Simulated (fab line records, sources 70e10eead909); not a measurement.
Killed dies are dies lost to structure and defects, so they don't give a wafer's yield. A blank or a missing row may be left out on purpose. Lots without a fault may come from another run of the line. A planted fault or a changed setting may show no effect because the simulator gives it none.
fab line records | flow nand_harc
record lots=7 wafers=21 last_day=25
route steps=1159 shown A_CHANNEL_HOLE_D1@455 END@1159
lots that met no fault: from a run of the same line without faults
start_h: hours from the record's first day to the start of the lot's first wafer shown | wait_h: hours since the lot's step before | " the same as in the row above | L1.1+2: a row that stands for several wafers | - no value, or no start given | * or withheld: withheld | < > ~ a bound
route shown NAME@n: a module of which the file shows steps, and the number in the route of the first | usual: mean/standard deviation of fault-free wafers | same: alike in all rows | chamber/n: place in a boat | sites: the reading at each site | _std_site: their standard deviation | _edge_site: outer sites' mean less inner sites' | radius_mm: how far each site lies from the wafer's centre | mask NAME#n: copy n | behind: the tool/chamber that last shaped the wafer | hold: why the lot was held/for how many hours/how that ended | device: the transistor (n, p or np) that didn't switch | end of line: the same wafers' tests at the end of the route | a step without rows: its recipe alone | killed: dies lost to structure and defects at the first sort, not the wafer's yield | map: a wafer's dies, x killed, . not, _ none there
set.NAME: the setting as run; set.NAME@STEP: as run at that earlier step | model.NAME: the simulator's own value behind a step, which no gauge read
lots at some steps of the route; a table a step, a row a wafer
services: from which hour (start_h, from the record's first day; less than 0 if before it) a tool's chamber was out of use, for how many hours, and why
## steps
# step NHARC_A_CHANNEL_HOLE_D1_COAT_37
# recipe temp_c=225 time_s=65
# step NHARC_A_CHANNEL_HOLE_D1_COAT_04
# recipe spin_rpm=1500 resist_thk_nm=90
# step NHARC_A_CHANNEL_HOLE_D1_SOFTBAKE_05
# recipe temp_c=105 time_s=55
# step NHARC_A_CHANNEL_HOLE_D1_EBR_06
# step NHARC_A_CHANNEL_HOLE_D1_EXPOSE_07
# recipe na=1.35 target_cd_nm=100 sigma_outer=0.3 dose_mj=59.65 mask_id=HOLE_D1
# step NHARC_A_CHANNEL_HOLE_D1_PEB_08
# recipe peb_temp_c=100 peb_time_s=65
# step NHARC_A_CHANNEL_HOLE_D1_DEVELOP_09
# recipe develop_time_s=35 dev_temp_c=23
# step NHARC_A_CHANNEL_HOLE_D1_CD_MEAS_10
# recipe target_cd_nm=100 landing_energy_ev=500
# usual cd_nm=100.2/0.57
# same landing_energy_ev=500
# columns lot.wafer tool chamber start_h wait_h cd_nm
L404.1 cd_sem-03 0 185.08 - 99.8
L404.4 " 0 " " 100.5
L404.6 " 0 " " 100.6
L409.1 cd_sem-02 0 222.65 - 101.5
L409.3 " 0 " " 100.2
L409.4 " 0 " " 100.2
L412.1 cd_sem-03 0 235.43 - 100.5
L412.5 " 0 " " 100.5
L412.6 " 0 " " 100.6
L411.2 cd_sem-03 0 236.85 - 99.2
L411.4 " 0 " " 100.0
L411.5 " 0 " " 99.8
L419.1 cd_sem-01 0 275.70 - 100.1
L419.3 " 0 " " 98.7
L419.4 " 0 " " 99.6
L423.1 cd_sem-01 0 299.47 - 100.0
L423.2 " 0 " " 99.8
L423.4 " 0 " " 100.4
L425.1 cd_sem-03 0 316.74 - 99.9
L425.5 " 0 " " 99.5
L425.6 " 0 " " 100.7
# step NHARC_A_CHANNEL_HOLE_D1_OVL_MEAS_11
# usual overlay_x_nm=-0.1/0.72 overlay_y_nm=0.1/0.66
# columns lot.wafer tool chamber start_h wait_h overlay_x_nm overlay_y_nm
L404.1 overlay-02 - 185.16 - -0.1 -0.9
L404.4 " - " " -0.4 -1.4
L404.6 " - " " -0.6 -0.7
L409.1 overlay-02 - 222.74 - -0.4 0.0
L409.3 " - " " -0.4 -0.3
L409.4 " - " " -0.7 -0.5
L412.1 overlay-01 - 235.52 - -0.3 -1.0
L412.5 " - " " 0.1 -0.8
L412.6 " - " " -0.2 -0.7
L411.2 overlay-01 - 236.93 - 0.0 0.7
L411.4 " - " " 0.2 0.7
L411.5 " - " " -0.1 0.4
L419.1 overlay-02 - 275.79 - 0.9 -0.4
L419.3 " - " " 0.5 0.3
L419.4 " - " " 0.6 0.0
L423.1 overlay-02 - 299.56 - -0.1 0.0
L423.2 " - " " 0.3 -0.6
L423.4 " - " " -0.2 0.2
L425.1 overlay-02 - 316.83 - 1.4 -0.4
L425.5 " - " " 0.9 0.7
L425.6 " - " " 1.5 0.1
# step NHARC_A_CHANNEL_HOLE_D1_INSPECT_12
# usual raw_defect_count=5.3/2.4
# columns lot.wafer tool chamber start_h wait_h raw_defect_count
L404.1 defect_inspect-01 - 185.20 0.0 6
L404.4 " - " " 11
L404.6 " - " " 8
L409.1 defect_inspect-02 - 222.78 0.0 4
L409.3 " - " " 4
L409.4 " - " " 6
L412.1 defect_inspect-01 - 235.56 0.0 4
L412.5 " - " " 2
L412.6 " - " " 4
L411.2 defect_inspect-01 - 236.97 0.0 9
L411.4 " - " " 3
L411.5 " - " " 8
L419.1 defect_inspect-01 - 275.83 0.0 6
L419.3 " - " " 6
L419.4 " - " " 10
L423.1 defect_inspect-02 - 299.60 0.0 9
L423.2 " - " " 6
L423.4 " - " " 2
L425.1 defect_inspect-02 - 316.87 0.0 2
L425.5 " - " " 5
L425.6 " - " " 4
# step NHARC_A_CHANNEL_HOLE_D1_DESCUM_15
# recipe time_s=3 o2_flow_sccm=200 ar_flow_sccm=0 bias_power_w=0 chemistry=O2
# usual drypump_motor_current_A=5.6/0.35 oes_product_au=1.003/0.012 rf_vpp_V=58.0/0.91 showerhead_plenum_p_Torr=1.96/0.091 throttle_valve_pct=11.312/0.0092
# columns lot.wafer tool chamber start_h wait_h drypump_motor_current_A oes_product_au rf_hours_counter_h rf_vpp_V showerhead_plenum_p_Torr throttle_valve_pct
L404.4 rie_diel-09 2 185.26 0.1 5.0 0.991 7 58.1 1.96 11.326
L404.1 " 1 " " 5.9 0.988 7 57.0 1.95 11.298
L404.6 " 2 " " 5.0 0.992 - 58.3 1.96 11.304
L409.3 rie_diel-09 1 222.84 0.1 5.8 0.978 10 57.5 1.95 11.296
L409.1 " 3 " " 5.5 1.004 11 57.9 2.05 11.305
L409.4 " 0 " " 5.3 1.001 11 58.1 2.00 11.298
L412.1 rie_diel-09 3 235.64 0.1 5.5 0.997 12 59.5 2.05 11.303
L412.6 " 1 " " 5.9 0.980 - 57.2 1.95 11.319
L412.5 " 2 " " 5.0 0.991 - 57.0 1.96 11.318
L411.4 rie_diel-12 3 237.05 0.1 6.2 0.995 2 57.1 2.03 11.319
L411.2 " 0 " " 5.4 0.989 1 59.1 2.02 11.304
L411.5 " 1 " " 5.2 1.011 - 59.2 1.79 11.306
L419.3 rie_diel-09 0 275.89 0.1 5.3 1.012 1 57.2 2.00 11.300
L419.4 " 1 " " 5.9 0.983 1 58.4 1.95 11.313
L419.1 " 3 " " 5.6 0.992 1 57.7 2.05 11.323
L423.4 rie_diel-12 3 299.66 0.1 6.2 1.020 6 58.0 2.03 11.301
L423.1 " 0 " " 5.5 0.986 5 60.0 2.02 11.311
L423.2 " 2 " " 5.9 1.009 6 58.4 2.02 11.311
L425.1 rie_diel-09 3 316.93 0.1 5.6 1.000 3 58.9 2.05 11.300
L425.6 " 3 " " 5.6 0.992 - 57.5 2.05 11.304
L425.5 " 0 " " 5.3 1.009 - 58.6 2.00 11.303
# step NHARC_A_CHANNEL_HOLE_D1_ETCH_38
# recipe target_depth_a=390 over_etch_frac=0.3 time_s=65 ion_energy_ev=80 cf4_flow_sccm=150 ar_flow_sccm=0 rf_w=300 bias_w=100 chemistry=CF4
# usual bias_w=100.0/0.31 cf4_flow_sccm=150.0/0.41 drypump_motor_current_A=5.6/0.35 oes_product_au=1.002/0.011 rf_vpp_V=151.8/1.4 showerhead_plenum_p_Torr=1.81/0.078 throttle_valve_pct=13.285/0.009
# same over_etch_frac=0.3
# columns lot.wafer tool chamber start_h wait_h bias_w cf4_flow_sccm drypump_motor_current_A oes_product_au rf_hours_counter_h rf_vpp_V showerhead_plenum_p_Torr throttle_valve_pct
L404.1 rie_diel-09 3 185.35 0.1 100.3 150.7 5.6 1.002 8 153.7 1.89 13.278
L404.4 " 1 " " 99.5 150.0 5.9 0.999 7 151.9 1.80 13.275
L404.6 " 0 " " 100.1 149.8 5.3 0.999 - 152.7 1.85 13.289
L409.4 rie_diel-09 2 222.93 0.1 100.9 149.9 5.0 0.999 11 153.4 1.80 13.281
L409.3 " 3 " " 99.7 149.8 5.6 1.010 11 153.7 1.89 13.298
L409.1 " 0 " " 100.0 149.7 5.3 1.002 11 152.3 1.84 13.276
L412.1 rie_diel-09 3 235.71 0.1 99.9 149.7 5.5 1.001 12 152.3 1.89 13.277
L412.6 " 2 " " 100.6 150.4 5.0 1.008 - 152.3 1.80 13.292
L412.5 " 3 " " 100.0 150.3 5.6 1.002 - 154.1 1.89 13.268
L411.2 rie_diel-12 3 237.13 0.1 99.9 150.2 6.2 1.007 2 153.6 1.87 13.286
L411.4 " 0 " " 100.1 150.4 5.5 0.993 1 154.0 1.86 13.299
L411.5 " 2 " " 100.4 150.0 5.8 1.014 - 152.9 1.86 13.294
L419.1 rie_diel-09 1 275.98 0.1 99.3 149.5 5.9 0.991 1 152.9 1.80 13.288
L419.3 " 2 " " 100.3 150.0 5.0 0.999 1 152.4 1.80 13.291
L419.4 " 3 " " 100.3 150.3 5.6 0.993 1 152.4 1.89 13.284
L423.1 rie_diel-12 2 299.75 0.1 100.3 150.7 5.8 1.023 6 153.4 1.86 13.276
L423.2 " 3 " " 100.2 150.4 6.2 1.008 6 152.1 1.87 13.271
L423.4 " 0 " " 100.0 150.3 5.5 0.999 5 153.4 1.86 13.282
L425.1 rie_diel-09 1 317.02 0.1 99.6 150.6 5.9 0.993 4 152.1 1.80 13.276
L425.6 " 1 " " 99.4 150.2 5.9 0.989 - 151.9 1.80 13.295
L425.5 " 2 " " 99.7 150.0 5.0 0.993 - 151.7 1.80 13.279
# step NHARC_A_CHANNEL_HOLE_D1_ETCH_39
# recipe target_depth_a=2600 over_etch_frac=0.3 time_s=325 ion_energy_ev=200 n2_flow_sccm=150 h2_flow_sccm=150 ar_flow_sccm=0 rf_w=400 bias_w=150 chemistry=N2/H2
# usual bias_w=150.0/0.44 chamber_pressure_mTorr=29.999/0.029 drypump_motor_current_A=5.6/0.35 oes_product_au=1.002/0.011 over_etch_frac=0.3/0 rf_vpp_V=432.0/2.8 showerhead_plenum_p_Torr=2.10/0.096 throttle_valve_pct=14.173/0.01
# columns lot.wafer tool chamber start_h wait_h bias_w chamber_pressure_mTorr drypump_motor_current_A oes_product_au over_etch_frac rf_hours_counter_h rf_vpp_V showerhead_plenum_p_Torr throttle_valve_pct
L404.4 rie_diel-09 1 185.44 - 151.4 29.983 5.9 0.975 0.3 8 431.6 2.08 14.177
L404.1 " 0 " " 150.6 30.019 5.3 0.990 0.3 8 433.6 2.14 14.174
L404.6 " 2 " " 149.4 30.068 5.0 0.984 0.3 - 432.9 2.09 14.152
L409.1 rie_diel-09 3 223.04 - - - - - - - - - -
L409.4 " 0 " " - - - - - - - - -
L409.3 " 1 " " - - - - - - - - -
L412.1 rie_diel-09 0 235.82 - - - - - - - - - -
L412.5 " 3 " " - - - - - - - - -
L412.6 " 0 " " - - - - - - - - -
L411.2 rie_diel-12 1 237.23 - - - - - - - - - -
L411.4 " 3 " " - - - - - - - - -
L411.5 " 0 " " - - - - - - - - -
L419.3 rie_diel-09 0 276.09 - 149.9 30.057 5.3 1.012 0.3 1 433.5 2.14 14.180
L419.4 " 1 " " 150.4 29.991 5.9 0.987 0.3 1 431.1 2.08 14.156
L419.1 " 2 " " 149.7 29.907 5.0 1.000 0.3 1 430.8 2.08 14.179
L423.2 rie_diel-12 0 299.86 - 150.5 30.004 5.5 0.993 0.3 5 433.7 2.16 14.166
L423.1 " 1 " " 150.4 30.039 5.3 1.012 0.3 6 425.3 1.90 14.190
L423.4 " 2 " " 149.7 30.010 5.8 1.005 0.3 7 433.4 2.16 14.165
L425.1 rie_diel-09 1 317.18 - 150.5 29.973 5.9 0.998 0.3 4 430.1 2.08 14.175
L425.5 " 2 " " 149.2 29.959 5.0 1.014 0.3 - 430.7 2.08 14.162
L425.6 " 1 " " 150.6 30.019 5.9 0.994 0.3 - 432.1 2.08 14.164
# step NHARC_A_CHANNEL_HOLE_D1_ETCH_34
# recipe target_depth_a=1540 time_s=77 cf4_flow_sccm=100 chf3_flow_sccm=30 ar_flow_sccm=0 rf_w=500 bias_w=200 chemistry=CF4/CHF3
# usual bias_w=200.1/0.63 cf4_flow_sccm=99.97/0.29 chf3_flow_sccm=30.00/0.084 drypump_motor_current_A=5.6/0.35 oes_product_au=0.953/0.025 rf_vpp_V=371.9/2.5 showerhead_plenum_p_Torr=1.61/0.069 throttle_valve_pct=16.803/0.0088
# columns lot.wafer tool chamber start_h wait_h bias_w cf4_flow_sccm chf3_flow_sccm drypump_motor_current_A oes_product_au rf_hours_counter_h rf_vpp_V showerhead_plenum_p_Torr throttle_valve_pct
L404.4 rie_diel-09 0 - - 199.7 99.80 29.94 5.3 0.924 8 371.8 1.64 16.804
L404.1 " 1 " " 200.0 99.64 30.02 5.9 0.907 8 372.8 1.60 16.803
L404.6 " 0 " " 199.6 99.89 30.03 5.3 0.913 - 372.8 1.64 16.791
L409.3 rie_diel-09 3 - - 200.8 100.16 29.94 5.6 1.000 11 374.0 1.68 16.804
L409.4 " 0 " " 199.3 99.95 30.08 5.2 0.983 11 372.2 1.64 16.805
L409.1 " 1 " " 200.9 100.57 29.97 5.9 0.952 11 372.2 1.60 16.797
L412.1 rie_diel-09 1 - - 201.2 100.42 29.98 5.9 0.904 11 369.9 1.60 16.799
L412.5 " 3 " " 201.0 99.95 30.11 5.5 0.932 - 374.5 1.68 16.814
L412.6 " 0 " " 199.8 99.66 29.99 5.3 0.918 - 373.8 1.64 16.804
L411.2 rie_diel-12 1 - - 199.8 100.05 30.06 5.2 0.933 2 367.5 1.48 16.800
L411.4 " 2 " " 200.0 99.87 29.81 5.8 0.949 2 372.8 1.66 16.797
L411.5 " 1 " " 200.2 100.33 30.08 5.3 0.942 - 367.8 1.48 16.812
L419.4 rie_diel-09 2 - - 200.6 99.58 30.02 5.0 0.973 1 372.3 1.61 16.796
L419.1 " 3 " " 199.9 99.64 29.97 5.6 0.984 1 374.3 1.68 16.818
L419.3 " 1 " " 199.7 100.00 30.01 5.9 0.958 1 371.7 1.60 16.818
L423.1 rie_diel-12 2 - - 199.8 99.97 29.86 5.8 0.930 7 373.1 1.66 16.803
L423.4 " 0 " " 200.3 100.08 30.05 5.5 0.915 6 374.8 1.66 16.807
L423.2 " 1 " " 200.3 99.70 29.96 5.2 0.932 6 368.1 1.47 16.807
L425.1 rie_diel-09 2 - - 200.2 99.96 29.88 5.0 0.953 4 371.0 1.60 16.810
L425.5 " 0 " " 198.7 99.78 29.94 5.3 0.952 - 371.9 1.64 16.798
L425.6 " 1 " " 201.0 99.99 29.96 5.9 0.948 - 371.0 1.60 16.812
# step NHARC_END_SORT_01
# recipe temp_c=25
# usual killed_at_array=25/9.2 killed_at_other=0.8/1.2 killed_at_periphery=3.9/2.6 killed_dies=30/9.7 killed_open=3.4/1.9 killed_short=2.0/1.4
# same gross_dies=677
# columns lot.wafer tool chamber start_h wait_h hold killed_at_array killed_at_other killed_at_periphery killed_dies killed_open killed_short
L404.1 prober-02 0 459.21 2.5 - 23 0 4 27 3 1
L404.4 prober-02 0 461.59 3.4 - 20 0 5 25 3 1
L404.6 prober-02 0 463.17 4.0 - 23 2 1 26 6 0
L409.1 prober-02 0 483.51 2.5 await_dispo/4.0h/scrap 670 5 2 677 0 1
L409.3 prober-02 0 485.10 3.1 await_dispo/4.0h/scrap 671 2 4 677 2 4
L409.4 prober-02 0 485.90 3.4 await_dispo/4.0h/scrap 674 1 2 677 3 3
L412.1 prober-02 0 499.03 2.5 await_dispo/1.3h/scrap 672 1 4 677 2 6
L412.5 prober-02 0 502.23 3.7 await_dispo/1.3h/scrap 676 0 1 677 3 0
L412.6 prober-02 0 503.04 4.0 await_dispo/1.3h/scrap 673 1 3 677 3 4
L411.2 prober-01 0 499.86 2.8 await_dispo/0.9h/scrap 675 0 2 677 4 4
L411.4 prober-01 0 501.45 3.4 await_dispo/0.9h/scrap 670 0 7 677 6 0
L411.5 prober-01 0 502.25 3.7 await_dispo/0.9h/scrap 671 0 6 677 5 2
L419.1 prober-02 0 543.93 2.5 - 15 3 1 19 2 2
L419.3 prober-02 0 545.52 3.1 - 15 3 1 19 3 1
L419.4 prober-02 0 546.32 3.4 - 15 1 1 17 2 1
# killed by level:class
L404.1 A_CHANNEL_HOLE_D1:chamber_film_flake=8 A_CONTACT:chamber_film_flake=6 A_STAIRCASE:chamber_film_flake=3 A_SLIT:chamber_film_flake=2 P_CONTACT:geometric_particle:open=1 A_CHANNEL_FILL_D1:geometric_particle:open=1 A_CHANNEL_FILL_D1:geometric_particle:short=1 A_CONTACT:geometric_particle:open=1
L404.4 A_CHANNEL_HOLE_D1:chamber_film_flake=11 A_STAIRCASE:chamber_film_flake=3 P_GATE:chamber_film_flake=2 A_CONTACT:chamber_film_flake=2 P_CONTACT:geometric_particle:open=1 A_CHANNEL_FILL_D1:geometric_particle:short=1 A_CHANNEL_FILL_D1:geometric_particle:open=1 A_BLC:geometric_particle:open=1
L404.6 A_CHANNEL_HOLE_D1:chamber_film_flake=10 A_CONTACT:chamber_film_flake=4 A_STAIRCASE:chamber_film_flake=3 A_SLIT:chamber_film_flake=2 P_M0:geometric_particle:open=1 A_CHANNEL_FILL_D1:geometric_particle:open=1 A_SGD_CUT:geometric_particle:open=1 A_WL_FILL:geometric_particle:open=1
L409.1 A_CHANNEL_HOLE_D1:area_etch=645 A_CHANNEL_HOLE_D1:chamber_film_flake=13 THIN_TSV:chamber_film_flake=5 A_STAIRCASE:chamber_film_flake=4 A_CONTACT:chamber_film_flake=4 P_GATE:chamber_film_flake=2 A_SLIT:chamber_film_flake=2 A_WL_FILL:geometric_particle:short=1
L409.3 A_CHANNEL_HOLE_D1:area_etch=639 A_CHANNEL_HOLE_D1:chamber_film_flake=18 A_STAIRCASE:chamber_film_flake=4 A_M1:geometric_particle:short=2 A_CHANNEL_FILL_D1:chamber_film_flake=2 A_SLIT:chamber_film_flake=2 THIN_TSV:chamber_film_flake=2 P_GATE:geometric_particle:short=1
L409.4 A_CHANNEL_HOLE_D1:area_etch=646 A_CHANNEL_HOLE_D1:chamber_film_flake=11 A_CONTACT:chamber_film_flake=3 A_CHANNEL_FILL_D1:geometric_particle:short=2 A_WL_FILL:geometric_particle:open=2 P_ZERO_WELL:chamber_film_flake=2 A_STAIRCASE:chamber_film_flake=2 A_SLIT:chamber_film_flake=2
L412.1 A_CHANNEL_HOLE_D1:area_etch=635 A_STAIRCASE:chamber_film_flake=11 A_SLIT:chamber_film_flake=9 A_CHANNEL_HOLE_D1:chamber_film_flake=6 A_CONTACT:chamber_film_flake=4 A_SGD_CUT:geometric_particle:short=2 P_STI:chamber_film_flake=2 P_M0:geometric_particle:short=1
L411.2 A_CHANNEL_HOLE_D1:area_etch=654 A_CHANNEL_HOLE_D1:chamber_film_flake=9 A_CONTACT:geometric_particle:open=4 A_STAIRCASE:chamber_film_flake=2 A_SLIT:chamber_film_flake=2 A_ONON_D1:geometric_particle:short=1 A_CHANNEL_FILL_D1:geometric_particle:short=1 A_SGD_CUT:geometric_particle:short=1
L411.4 A_CHANNEL_HOLE_D1:area_etch=644 A_CHANNEL_HOLE_D1:chamber_film_flake=12 A_STAIRCASE:chamber_film_flake=5 A_CONTACT:chamber_film_flake=4 P_M0:chamber_film_flake=3 A_ZERO_WELL:chamber_film_flake=2 P_GATE:geometric_particle:open=1 P_CONTACT:geometric_particle:open=1
L412.5 A_CHANNEL_HOLE_D1:area_etch=650 A_SLIT:chamber_film_flake=13 A_WL_FILL:chamber_film_flake=4 A_STAIRCASE:chamber_film_flake=3 A_CONTACT:chamber_film_flake=2 A_CHANNEL_HOLE_D1:geometric_particle:open=1 A_CONTACT:geometric_particle:open=1 A_M0:geometric_particle:open=1
L411.5 A_CHANNEL_HOLE_D1:area_etch=642 A_CHANNEL_HOLE_D1:chamber_film_flake=15 P_M0:chamber_film_flake=4 A_CHANNEL_FILL_D1:geometric_particle:open=3 A_STAIRCASE:chamber_film_flake=3 A_CONTACT:chamber_film_flake=3 A_ZERO_WELL:chamber_film_flake=2 P_CONTACT:geometric_particle:open=1
L412.6 A_CHANNEL_HOLE_D1:area_etch=633 A_SLIT:chamber_film_flake=12 A_STAIRCASE:chamber_film_flake=8 A_CHANNEL_HOLE_D1:chamber_film_flake=5 A_WL_FILL:chamber_film_flake=5 A_CONTACT:chamber_film_flake=5 A_CHANNEL_FILL_D1:geometric_particle:short=2 A_CONTACT:geometric_particle:open=2
L419.1 A_CHANNEL_HOLE_D1:chamber_film_flake=7 A_CONTACT:chamber_film_flake=5 THIN_TSV:chamber_film_flake=3 A_CONTACT:geometric_particle:open=2 P_CONTACT:geometric_particle:short=1 A_CONTACT:geometric_particle:short=1
L419.3 A_CHANNEL_HOLE_D1:chamber_film_flake=9 A_CONTACT:chamber_film_flake=4 THIN_TSV:chamber_film_flake=2 P_M0:geometric_particle:open=1 A_CONTACT:geometric_particle:open=1 A_BLC:geometric_particle:open=1 STARTING-WAFER:geometric_particle:short=1
L419.4 A_CHANNEL_HOLE_D1:chamber_film_flake=6 A_CONTACT:chamber_film_flake=6 P_CONTACT:geometric_particle:open=1 A_WL_FILL:geometric_particle:short=1 A_WL_FILL:geometric_particle:open=1 A_WL_FILL:chamber_film_flake=1 THIN_TSV:chamber_film_flake=1
# map L409.1 (x killed, . not)
____________x____________
_________xxxxxxx_________
_______xxxxxxxxxxx_______
______xxxxxxxxxxxxx______
_____xxxxxxxxxxxxxxx_____
____xxxxxxxxxxxxxxxxx____
____xxxxxxxxxxxxxxxxx____
___xxxxxxxxxxxxxxxxxxx___
___xxxxxxxxxxxxxxxxxxx___
__xxxxxxxxxxxxxxxxxxxxx__
__xxxxxxxxxxxxxxxxxxxxx__
_xxxxxxxxxxxxxxxxxxxxxxx_
_xxxxxxxxxxxxxxxxxxxxxxx_
_xxxxxxxxxxxxxxxxxxxxxxx_
_xxxxxxxxxxxxxxxxxxxxxxx_
_xxxxxxxxxxxxxxxxxxxxxxx_
xxxxxxxxxxxxxxxxxxxxxxxxx
xxxxxxxxxxxxxxxxxxxxxxxxx
xxxxxxxxxxxxxxxxxxxxxxxxx
xxxxxxxxxxxxxxxxxxxxxxxxx
xxxxxxxxxxxxxxxxxxxxxxxxx
_xxxxxxxxxxxxxxxxxxxxxxx_
_xxxxxxxxxxxxxxxxxxxxxxx_
_xxxxxxxxxxxxxxxxxxxxxxx_
_xxxxxxxxxxxxxxxxxxxxxxx_
_xxxxxxxxxxxxxxxxxxxxxxx_
__xxxxxxxxxxxxxxxxxxxxx__
__xxxxxxxxxxxxxxxxxxxxx__
___xxxxxxxxxxxxxxxxxxx___
___xxxxxxxxxxxxxxxxxxx___
____xxxxxxxxxxxxxxxxx____
____xxxxxxxxxxxxxxxxx____
_____xxxxxxxxxxxxxxx_____
______xxxxxxxxxxxxx______
_______xxxxxxxxxxx_______
_________xxxxxxx_________
____________x____________
# map L411.2 (x killed, . not)
____________x____________
_________xxxxxxx_________
_______xxxxxxxxxxx_______
______xxxxxxxxxxxxx______
_____xxxxxxxxxxxxxxx_____
____xxxxxxxxxxxxxxxxx____
____xxxxxxxxxxxxxxxxx____
___xxxxxxxxxxxxxxxxxxx___
___xxxxxxxxxxxxxxxxxxx___
__xxxxxxxxxxxxxxxxxxxxx__
__xxxxxxxxxxxxxxxxxxxxx__
_xxxxxxxxxxxxxxxxxxxxxxx_
_xxxxxxxxxxxxxxxxxxxxxxx_
_xxxxxxxxxxxxxxxxxxxxxxx_
_xxxxxxxxxxxxxxxxxxxxxxx_
_xxxxxxxxxxxxxxxxxxxxxxx_
xxxxxxxxxxxxxxxxxxxxxxxxx
xxxxxxxxxxxxxxxxxxxxxxxxx
xxxxxxxxxxxxxxxxxxxxxxxxx
xxxxxxxxxxxxxxxxxxxxxxxxx
xxxxxxxxxxxxxxxxxxxxxxxxx
_xxxxxxxxxxxxxxxxxxxxxxx_
_xxxxxxxxxxxxxxxxxxxxxxx_
_xxxxxxxxxxxxxxxxxxxxxxx_
_xxxxxxxxxxxxxxxxxxxxxxx_
_xxxxxxxxxxxxxxxxxxxxxxx_
__xxxxxxxxxxxxxxxxxxxxx__
__xxxxxxxxxxxxxxxxxxxxx__
___xxxxxxxxxxxxxxxxxxx___
___xxxxxxxxxxxxxxxxxxx___
____xxxxxxxxxxxxxxxxx____
____xxxxxxxxxxxxxxxxx____
_____xxxxxxxxxxxxxxx_____
______xxxxxxxxxxxxx______
_______xxxxxxxxxxx_______
_________xxxxxxx_________
____________x____________
## services
# columns tool chamber start_h hours kind
rie_diel-09 0 184.10 - clean
rie_diel-09 1 184.10 - clean
rie_diel-09 2 184.10 - clean
rie_diel-09 3 184.10 - clean
rie_diel-09 2 199.93 2.5 repair
rie_diel-12 - 202.40 9.0 pm
rie_diel-09 0 208.60 - clean
rie_diel-09 1 208.60 - clean
rie_diel-09 2 208.60 - clean
rie_diel-09 3 208.60 - clean
rie_diel-09 0 233.10 - clean
rie_diel-09 1 233.10 - clean
rie_diel-09 2 233.10 - clean
rie_diel-09 3 233.10 - clean
rie_diel-09 - 254.10 9.0 pm
rie_diel-09 0 254.10 9.0 vent_cycle
rie_diel-09 1 254.10 9.0 vent_cycle
rie_diel-09 2 254.10 9.0 vent_cycle
rie_diel-09 3 254.10 9.0 vent_cycle
rie_diel-09 0 263.10 - clean
rie_diel-09 1 263.10 - clean
rie_diel-09 2 263.10 - clean
rie_diel-09 3 263.10 - clean
rie_diel-09 3 317.07 4.9 repair
## key
first_sign step=NHARC_A_CHANNEL_HOLE_D1_ETCH_39 reading=tool_record direction=missing
effect step=NHARC_END_SORT_01 reading=killed_at_array direction=up sigmas=70 usual=25 struck=672
more_kills_born_at NHARC_A_CHANNEL_HOLE_D1_ETCH_39@rie_diel-09=3848 NHARC_A_CHANNEL_HOLE_D1_ETCH_39@rie_diel-12=1940
met_at NHARC_A_CHANNEL_HOLE_D1_ETCH_39
struck_wafers L409.1,L409.3,L409.4,L411.2,L411.4,L411.5,L412.1,L412.5,L412.6
later_rows_left_out L409.1,L409.3,L409.4,L411.2,L411.4,L411.5,L412.1,L412.5,L412.6
tester_left_out L409,L411,L412
onset_between 185.44 223.04
fault kind=skipped_step_whole tool=rie_diel-09,rie_diel-12 chamber=- onset_h=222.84 steps=NHARC_A_CHANNEL_HOLE_D1_ETCH_39 scope=struck_lots_only
# tester_left_out: of these lots the tester's yield and bins aren't shown, on N5 and GAA mostly nor the transistor test; their killed dies are dies lost to structure and defects alone, not to doping, threshold or leakage, so they don't give the yield
# later_rows_left_out: the simulator's readings of these wafers behind a module that went badly wrong aren't trusted and aren't shown, but for the sort
